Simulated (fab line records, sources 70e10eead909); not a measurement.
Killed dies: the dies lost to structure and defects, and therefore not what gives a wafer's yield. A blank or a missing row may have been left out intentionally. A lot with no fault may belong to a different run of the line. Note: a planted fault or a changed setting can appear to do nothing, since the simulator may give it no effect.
Chamber matching | flow nand harc | rie diel-02 running NHARC_A_SLIT_DESCUM_14: 4 sister chambers
The step chemistry O2, time 3 s. 8 wafers are shown with their chamber, then 12 later ones without.

WAFERS, EACH WITH ITS CHAMBER
wafer  | chamber | showerhead plenum p Torr (Torr) | throttle valve pct (%)
L080.4 | 2       | 1.93                            | 11.306
L080.6 | 0       | 1.90                            | 11.313
L082.6 | 0       | 1.90                            | 11.321
L086.1 | 3       | 1.95                            | 11.318
L086.4 | 2       | 1.92                            | 11.323
L088.1 | 1       | 1.84                            | 11.319
L088.4 | 3       | 1.95                            | 11.311
L088.5 | 1       | 1.84                            | 11.315

WAFERS WHOSE CHAMBER IS MISSING
wafer  | showerhead plenum p Torr (Torr) | throttle valve pct (%)
L087.2 | 1.90                            | 11.323
L087.3 | 1.95                            | 11.307
L087.5 | 1.84                            | 11.317
L091.2 | 1.95                            | 11.300
L091.4 | 1.84                            | 11.321
L091.5 | 1.94                            | 11.321
L096.1 | 1.92                            | 11.303
L096.3 | 1.84                            | 11.314
L096.4 | 1.94                            | 11.317
L097.2 | 1.84                            | 11.313
L097.4 | 1.92                            | 11.328
L097.6 | 1.94                            | 11.311

EACH ONE'S CHAMBER
wafer  | from the rows above     | in truth
L087.2 | 0                       | 0
L087.3 | 3                       | 3
L087.5 | 1                       | 1
L091.2 | 3                       | 3
L091.4 | 1                       | 1
L091.5 | can't be placed: 3 or 2 | 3
L096.1 | 2                       | 2
L096.3 | 1                       | 1
L096.4 | can't be placed: 3 or 2 | 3
L097.2 | 1                       | 1
L097.4 | 2                       | 2
L097.6 | can't be placed: 3 or 2 | 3
Correctly placed: 9 of 12. Can't be placed from these rows: 3 (the true chamber is among the candidates in 3). Wrongly placed: 0.
How it was worked out, from the rows above alone: a wafer's distance from a chamber is the root of the sum, over the readings, of the square of ((its reading less the chamber's mean) divided by the reading's scatter). The wafer belongs to the nearest chamber; if the next one is less than 2 further off, it can't be placed. Each chamber's mean is taken over the wafers shown for it. The scatter is the square root of a quotient: the sum, over the shown wafers, of each reading's squared deviation from its chamber's mean, divided by wafers minus chambers.
